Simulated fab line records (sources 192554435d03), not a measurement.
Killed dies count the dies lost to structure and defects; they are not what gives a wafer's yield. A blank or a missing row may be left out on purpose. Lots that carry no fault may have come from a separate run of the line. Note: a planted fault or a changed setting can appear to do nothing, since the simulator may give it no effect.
What tool caused it? / flow n5Finfet / route of 1938 steps, sampled at 1 step: 12 lots, 36 wafers

WHAT THE GAUGES SHOWED, per wafer
N5_SDB_INSPECT_13: inspects for defects (brightfield).
lot=L075; measured=day 3 22:22; on=defectInspect-02; rawDefectCount=76 52 93
lot=L077; measured=day 4 16:10; on=defectInspect-01; rawDefectCount=46 62 46
lot=L079; measured=day 5 02:22; on=defectInspect-02; rawDefectCount=73 52 130
lot=L081; measured=day 5 12:16; on=defectInspect-02; rawDefectCount=101 117 96
lot=L083; measured=day 5 23:45; on=defectInspect-02; rawDefectCount=63 39 103
lot=L085; measured=day 6 14:11; on=defectInspect-01; rawDefectCount=111 54 127
lot=L087; measured=day 7 01:49; on=defectInspect-01; rawDefectCount=33 59 29
lot=L089; measured=day 7 12:43; on=defectInspect-02; rawDefectCount=58 31 39
lot=L091; measured=day 8 04:17; on=defectInspect-01; rawDefectCount=60 61 86
lot=L093; measured=day 8 17:23; on=defectInspect-02; rawDefectCount=50 54 88
lot=L095; measured=day 9 04:40; on=defectInspect-02; rawDefectCount=67 136 172
lot=L097; measured=day 9 12:56; on=defectInspect-02; rawDefectCount=66 58 91

EACH LOT AND THE TOOL THAT RAN IT (in order: tool; ch and the chambers of the sampled wafers; start)
Before these readings, the record contains no process step.

THE ANSWER, worked out from the rows above alone
Rule: what is usual is taken from the lots themselves. Put in order of their means at a reading, lots are off if they are a third of the lots or fewer, leave a main group of 4 or more, and stand apart from it by a gap of 3 or more times the standard deviation of the main group's means; of several such gaps the widest counts. If all means in a main group match to the digits the tables above print for the reading, that group is not used. A lot without any number at a reading at which 4 lots or more have one is off too. All remaining lots with rows at the step are treated as sound.
No lot is off at any reading shown: from this, nothing can be told.

WHAT WAS PUT IN BY THE SIMULATOR
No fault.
